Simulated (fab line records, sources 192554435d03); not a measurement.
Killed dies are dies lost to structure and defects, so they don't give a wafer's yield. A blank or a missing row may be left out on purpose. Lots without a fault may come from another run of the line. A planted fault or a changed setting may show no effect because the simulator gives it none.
Which tool did it? | flow n5_finfet | 8 lots, 23 wafers sampled, at 6 steps of a route of 1938

WHAT THE GAUGES READ, wafer by wafer
N5_BEOL_M2_OCD_MEAS_38.
lot  | measured     | on     | trench_depth_nm (nm)
L622 | day 8 00:21  | ocd-01 | 0 0.2
L623 | day 8 11:34  | ocd-02 | 0 0.5 0
L627 | day 9 05:44  | ocd-02 | 55.8 55.8 55.4
L628 | day 9 10:46  | ocd-02 | 56.2 56.7 54.3
L630 | day 9 22:50  | ocd-02 | 54.8 55.9 56.0
L631 | day 10 10:21 | ocd-01 | 54.6 55.7 54.6
L632 | day 10 04:58 | ocd-01 | 56.3 54.8 55.6
L638 | day 11 18:53 | ocd-02 | 55.8 56.2 54.9

N5_BEOL_M4_RC_MEAS_101.
lot  | measured     | on        | DIBL_N (mV/V)  | DIBL_P (mV/V)  | IOFF_N (nA/um) | IOFF_P (nA/um) | ION_N (uA/um) | ION_P (uA/um) | SS_N (mV/dec)  | SS_P (mV/dec)  | VT_N (mV)   | VT_P (mV)
L627 | day 10 15:47 | prober-01 | 36.1 38.9 36.3 | 39.2 41.4 38.1 | 0.18 0.24 0.17 | 0.24 0.29 0.22 | 684 694 670   | 465 478 459   | 72.3 72.1 72.2 | 74.3 75.1 73.6 | 249 244 253 | -248 -245 -251
L628 | day 10 18:56 | prober-02 | 38.3 38.7 36.6 | 38.1 39.1 35.9 | 0.19 0.21 0.15 | 0.25 0.25 0.21 | 679 701 673   | 466 474 462   | 72.0 71.2 71.4 | 74.4 74.9 73.6 | 249 244 250 | -248 -248 -250
L630 | day 10 22:28 | prober-02 | 39.4 38.4 37.4 | 40.3 38.3 37.8 | 0.22 0.18 0.16 | 0.27 0.24 0.22 | 695 674 673   | 469 462 463   | 72.3 72.2 71.8 | 74.3 73.6 73.6 | 248 249 251 | -247 -249 -248
L631 | day 11 17:28 | prober-02 | 38.1 38.5 37.0 | 40.0 39.9 38.8 | 0.18 0.20 0.17 | 0.27 0.26 0.24 | 676 701 681   | 478 482 472   | 72.0 71.7 71.8 | 74.1 73.7 74.0 | 250 247 249 | -246 -248 -247
L632 | day 11 14:37 | prober-01 | 37.1 37.5 36.6 | 37.0 36.9 36.5 | 0.17 0.17 0.15 | 0.25 0.23 0.23 | 683 666 664   | 470 462 459   | 72.0 72.2 72.2 | 74.0 73.9 74.0 | 250 249 253 | -248 -252 -248
L638 | day 13 03:20 | prober-01 | 36.4 36.6 33.9 | 38.0 38.8 35.6 | 0.17 0.17 0.13 | 0.22 0.24 0.19 | 691 678 674   | 475 468 468   | 71.8 71.1 70.4 | 73.3 73.9 72.5 | 250 249 254 | -250 -247 -249

WHICH TOOL RAN EACH LOT (tool, then ch and the chambers of the sampled wafers, then the start)
lot  | N5_BEOL_M2_STRIP_19                | N5_BEOL_M2_ETCH_77                 | N5_BEOL_M2_ETCH_70                 | N5_BEOL_M2_TRENCH_ETCH_37
L622 | rie_diel-03 ch 0,3, day 7 18:17    | rie_diel-03 ch 2,3, day 7 19:40    | rie_diel-01 ch 1,3, day 7 23:59    | rie_diel-01 ch 1,3, day 8 00:11
L623 | rie_diel-01 ch 0,1, day 7 23:28    | rie_diel-01 ch 0,1,2, day 8 00:21  | rie_diel-01 ch 0,1,3, day 8 11:12  | rie_diel-01 ch 0,1,3, day 8 11:24
L627 | rie_diel-06 ch 1,2,3, day 9 01:41  | rie_diel-06 ch 0,1, day 9 02:45    | rie_diel-01 ch 0,2,3, day 9 05:22  | rie_diel-01 ch 0,2,3, day 9 05:35
L628 | rie_diel-01 ch 2,3, day 9 01:51    | rie_diel-06 ch 0,3, day 9 02:52    | rie_diel-03 ch 0,2,3, day 9 10:24  | rie_diel-03 ch 0,2,3, day 9 10:37
L630 | rie_diel-01 ch 0,1, day 9 21:03    | rie_diel-06 ch 0,1,3, day 9 21:43  | rie_diel-01 ch 0,1,2, day 9 22:28  | rie_diel-01 ch 0,1,2, day 9 22:40
L631 | rie_diel-03 ch 0,1,3, day 9 21:36  | rie_diel-03 ch 1,2,3, day 9 22:19  | rie_diel-01 ch 1,2,3, day 10 09:59 | rie_diel-01 ch 1,2,3, day 10 10:11
L632 | rie_diel-01 ch 0,2,3, day 9 23:47  | rie_diel-03 ch 0,1,3, day 10 00:20 | rie_diel-01 ch 0,1,3, day 10 04:37 | rie_diel-01 ch 0,1,3, day 10 04:49
L638 | rie_diel-06 ch 0,2,3, day 11 09:16 | rie_diel-01 ch 0,1,3, day 11 10:26 | rie_diel-01 ch 0,2, day 11 18:31   | rie_diel-01 ch 0,2, day 11 18:43
- N5_BEOL_M2_STRIP_19: strips in O2.
- N5_BEOL_M2_ETCH_77: etches underlayer in N2/H2, target depth 6.5 nm, time 5.2 s.
- N5_BEOL_M2_ETCH_70: etches SOC in N2/H2, target depth 80 nm, overetch 24 nm, time 130 s.
- N5_BEOL_M2_TRENCH_ETCH_37: etches SiOC in C4F6/O2, target depth 55.555 nm, time 29.2 s.

WHAT THE TOOLS THEMSELVES READ (means of the sampled wafers that have a number; where no wafer has one, the mark that the record gives instead)
N5_BEOL_M2_STRIP_19.
lot  | tool        | drypump_motor_current_A (A) | oes_product_au (a.u.) | rf_vpp_V (V) | showerhead_plenum_p_Torr (Torr) | throttle_valve_pct (%)
L622 | rie_diel-03 | 5.4                         | 0.90                  | 4.0          | 2.18                            | 16.59
L623 | rie_diel-01 | 5.5                         | 0.85                  | 3.9          | 2.10                            | 16.60
L627 | rie_diel-06 | 5.9                         | 0.82                  | 4.1          | 2.12                            | 16.71
L628 | rie_diel-01 | 5.8                         | 0.82                  | 3.8          | 2.10                            | 16.74
L630 | rie_diel-01 | 5.5                         | 0.83                  | 3.3          | 2.09                            | 16.63
L631 | rie_diel-03 | 5.8                         | 0.84                  | 3.2          | 2.15                            | 16.76
L632 | rie_diel-01 | 5.7                         | 0.82                  | 3.5          | 2.11                            | 16.62
L638 | rie_diel-06 | 6.1                         | 0.79                  | 4.0          | 2.13                            | 16.57

N5_BEOL_M2_ETCH_77.
lot  | tool        | bias_w (W) | chamber_pressure_mTorr (mTorr) | drypump_motor_current_A (A) | etch_rf_on_time_s (s) | oes_product_au (a.u.) | rf_vpp_V (V) | showerhead_plenum_p_Torr (Torr) | throttle_valve_pct (%)
L622 | rie_diel-03 | 149.8      | 30.02                          | 5.5                         | 5.13                  | 0.69                  | 524.2        | 2.57                            | 17.95
L623 | rie_diel-01 | 150.0      | 29.99                          | 5.9                         | 5.24                  | 0.74                  | 524.2        | 2.54                            | 17.86
L627 | rie_diel-06 | 149.7      | 29.99                          | 5.9                         | 5.06                  | 0.74                  | 526.5        | 2.61                            | 17.66
L628 | rie_diel-06 | 149.9      | 30.00                          | 6.5                         | 5.15                  | 0.73                  | 528.0        | 2.68                            | 17.52
L630 | rie_diel-06 | 150.1      | 30.02                          | 6.3                         | 5.10                  | 0.73                  | 526.2        | 2.65                            | 17.68
L631 | rie_diel-03 | 150.0      | 30.01                          | 5.9                         | 5.09                  | 0.68                  | 522.8        | 2.56                            | 18.12
L632 | rie_diel-03 | 149.9      | 29.99                          | 5.8                         | 5.24                  | 0.70                  | 526.0        | 2.62                            | 18.11
L638 | rie_diel-01 | 149.8      | 30.05                          | 5.6                         | 5.25                  | 0.68                  | 523.3        | 2.51                            | 17.98

N5_BEOL_M2_ETCH_70.
lot  | tool        | bias_w (W) | chamber_pressure_mTorr (mTorr) | drypump_motor_current_A (A) | oes_product_au (a.u.) | rf_vpp_V (V) | showerhead_plenum_p_Torr (Torr) | throttle_valve_pct (%)
L622 | rie_diel-01 | 150.1      | 30.02                          | 5.8                         | 0.62                  | 522.9        | 2.51                            | 18.10
L623 | rie_diel-01 | 150.1      | 29.99                          | 5.6                         | 0.62                  | 523.8        | 2.53                            | 17.90
L627 | rie_diel-01 | 149.3      | 30.03                          | 5.7                         | 0.61                  | 523.8        | 2.57                            | 17.87
L628 | rie_diel-03 | 150.0      | 29.99                          | 5.5                         | 0.62                  | 524.5        | 2.58                            | 17.87
L630 | rie_diel-01 | 150.2      | 30.01                          | 5.8                         | 0.62                  | 523.5        | 2.53                            | 17.87
L631 | rie_diel-01 | 150.4      | 29.98                          | 5.9                         | 0.60                  | 523.5        | 2.53                            | 18.12
L632 | rie_diel-01 | 150.0      | 29.98                          | 5.6                         | 0.60                  | 523.2        | 2.52                            | 17.92
L638 | rie_diel-01 | 150.2      | 30.01                          | 5.6                         | 0.59                  | 524.5        | 2.56                            | 17.66

N5_BEOL_M2_TRENCH_ETCH_37.
lot  | tool        | C4F6_flow_sccm (sccm) | O2_flow_sccm (sccm) | drypump_motor_current_A (A) | oes_product_au (a.u.) | rf_vpp_V (V) | showerhead_plenum_p_Torr (Torr) | throttle_valve_pct (%)
L622 | rie_diel-01 | -                     | -                   | -                           | -                     | -            | -                               | -
L623 | rie_diel-01 | -                     | -                   | -                           | -                     | -            | -                               | -
L627 | rie_diel-01 | 9.980                 | 9.99                | 5.7                         | 0.82                  | 681          | 2.88                            | 20.95
L628 | rie_diel-03 | 10.010                | 10.00               | 5.6                         | 0.84                  | 680          | 2.90                            | 20.97
L630 | rie_diel-01 | 10.012                | 10.03               | 5.8                         | 0.84                  | 671          | 2.85                            | 21.02
L631 | rie_diel-01 | 10.007                | 9.99                | 5.9                         | 0.82                  | 673          | 2.84                            | 21.18
L632 | rie_diel-01 | 9.994                 | 10.00               | 5.6                         | 0.81                  | 666          | 2.84                            | 21.07
L638 | rie_diel-01 | 9.988                 | 9.99                | 5.6                         | 0.81                  | 679          | 2.88                            | 20.82

THE ANSWER, worked out from the rows above alone
Rule: what is usual is taken from the lots themselves. Put in order of their means at a reading, lots are off if they are a third of the lots or fewer, leave a main group of 4 or more, and stand apart from it by a gap of 3 or more times the standard deviation of the main group's means; of several such gaps the widest counts. A main group whose means are all the same, to the digits that the tables above print for the reading, isn't used. A lot without any number at a reading at which 4 lots or more have one is off too. The other lots that the step has rows for count as sound. The gauges are gone through in route order, then the tools' own readings, and for those a lot's mean is taken as printed above. The first step at which some lot is off is used, and at that step the reading that is off furthest; a lot without a number counts as furthest.
Off: L622, L623, at N5_BEOL_M2_OCD_MEAS_38 (trench_depth_nm). The main group: mean 55.5 nm, standard deviation 0.26.
A tool fits if, at a process step before that reading, it ran every lot that is off, and no sound lot after the first of them. The gauges at N5_BEOL_M2_OCD_MEAS_38 aren't tried: what is off there is off at N5_BEOL_M2_TRENCH_ETCH_37 too, on other tools, and a gauge's error can't cause that. None of those tried fits.

WHAT THE SIMULATOR HAD PUT IN
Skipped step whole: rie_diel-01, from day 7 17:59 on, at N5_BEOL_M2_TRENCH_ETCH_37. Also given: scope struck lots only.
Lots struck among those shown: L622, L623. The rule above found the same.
